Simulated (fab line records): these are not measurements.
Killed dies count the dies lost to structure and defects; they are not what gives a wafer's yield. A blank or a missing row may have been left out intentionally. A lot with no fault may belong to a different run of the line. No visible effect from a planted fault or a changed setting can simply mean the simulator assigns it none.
2 desks, one fault :: flow n5Finfet :: numbers are kept per desk, each desk with only its own; the story behind them comes last

AT THE METROLOGY DESK
Lot by lot, what the gauges showed, no matter which tool ran the lot: averages of those sampled wafers that carry a number. The brackets show how far a lot's mean lies from the usual mean; more than 4 standard deviations puts the lot out of limits, marked OUT. Of its 13 readings 7 are shown: the one that was out of limits first, and those that lie furthest out on some lot.
Columns: A = ION_N at N5_BEOL_M4_RC_MEAS_101, usual 679 uA/um; B = SS_N at N5_BEOL_M4_RC_MEAS_101, usual 71.7 mV/dec; C = SS_P at N5_BEOL_M4_RC_MEAS_101, usual 73.6 mV/dec; D = VT_P at N5_BEOL_M4_RC_MEAS_101, usual -249 mV; E = trenchDepthNm at N5_BEOL_M5_OCD_MEAS_38, usual 71.9 nm; F = M5_THK at N5_BEOL_M5_THK_MEAS_53, usual 61.3 nm; G = M5_RS at N5_BEOL_M5_RS_MEAS_57, usual 0.387 ohm/sq
lot: L259
first seen here: day 10 13:35
A: 687
B: 71.8
C: 73.6
D: -249
E: 72.2
F: 60.7
G: 0.394

lot: L266
first seen here: day 13 07:36
A: 688
B: 71.0
C: 73.7
D: -248
E: 119.7 (+32) OUT
F: 107.2 (+24) OUT
G: 0.201 (-12) OUT

lot: L264
first seen here: day 13 10:43
A: 693
B: 71.7
C: 73.6
D: -244
E: 104.3 (+22) OUT
F: 94.0 (+17) OUT
G: 0.256 (-8.8) OUT

lot: L269
first seen here: day 14 07:56
A: 679
B: 72.1
C: 74.4
D: -246
E: 105.2 (+22) OUT
F: 93.7 (+17) OUT
G: 0.255 (-8.8) OUT

lot: L281
first seen here: day 16 17:10
A: 674
B: 72.2
C: 73.5
D: -251
E: 71.9
F: 61.6
G: 0.385
This desk's finding: out of limits on L264, L266, L269; first on L266, day 13 13:43 (trenchDepthNm at N5_BEOL_M5_OCD_MEAS_38). L259, L281: within limits.

DESK OF THE TOOL OWNER: rieDiel-01
The tool's own readings at N5_BEOL_M5_TRENCH_ETCH_37 (etches SiCOH lowk in C4F6/O2, target depth 71.652 nm, time 24.7 s): means of the sampled wafers that have a number, for each lot that ran on this tool. The brackets show how far a lot's mean lies from the usual mean; more than 4 standard deviations puts the lot out of limits, marked OUT. Shown here are 7 of its 8 readings, the ones lying furthest out on some lot.
Columns: A = biasW at N5_BEOL_M5_TRENCH_ETCH_37, usual 185.0 W; B = chamberPressureMTorr at N5_BEOL_M5_TRENCH_ETCH_37, usual 30.00 mTorr; C = drypumpMotorCurrentA at N5_BEOL_M5_TRENCH_ETCH_37, usual 5.9 A; D = oes_ar_750_au at N5_BEOL_M5_TRENCH_ETCH_37, usual 0.82 a.u.; E = oesProductAu at N5_BEOL_M5_TRENCH_ETCH_37, usual 0.82 a.u.; F = showerheadPlenumPTorr at N5_BEOL_M5_TRENCH_ETCH_37, usual 2.81 Torr; G = throttleValvePct at N5_BEOL_M5_TRENCH_ETCH_37, usual 20.78 %
lot: L259
first seen here: day 10 20:56
A: 185.3
B: 29.98
C: 6.1
D: 0.78
E: 0.78
F: 2.70
G: 20.91

lot: L266
first seen here: day 13 13:33
A: 184.3
B: 30.03
C: 6.2
D: 0.76
E: 1.07
F: 2.84
G: 21.18

lot: L264
first seen here: day 13 16:56
A: 184.8
B: 30.01
C: 6.2
D: 0.80
E: 1.00
F: 2.86
G: 20.97

lot: L269
first seen here: day 14 13:14
A: 184.4
B: 30.00
C: 6.1
D: 0.84
E: 1.06
F: 2.84
G: 20.74
Result from this desk: across the 4 lots, nothing is out of limits.

PUT TOGETHER
Metrology desk: alarm possible at day 13 13:43 on L264, L266, L269.
The desk of the tool owner found nothing out of limits.
On record at the tool owner's desk: L264, L266, L269, within its limits.
N5_BEOL_M5_TRENCH_ETCH_37 was run on rieDiel-01 by each of the lots named.

WHAT THE SIMULATOR PUT IN
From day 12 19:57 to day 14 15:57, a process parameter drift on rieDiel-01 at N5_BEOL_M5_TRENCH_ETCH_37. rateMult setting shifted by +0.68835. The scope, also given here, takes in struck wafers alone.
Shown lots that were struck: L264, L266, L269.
Time in hours between the start of the fault and the first out-of-limits reading at each desk: metrology desk, 18.
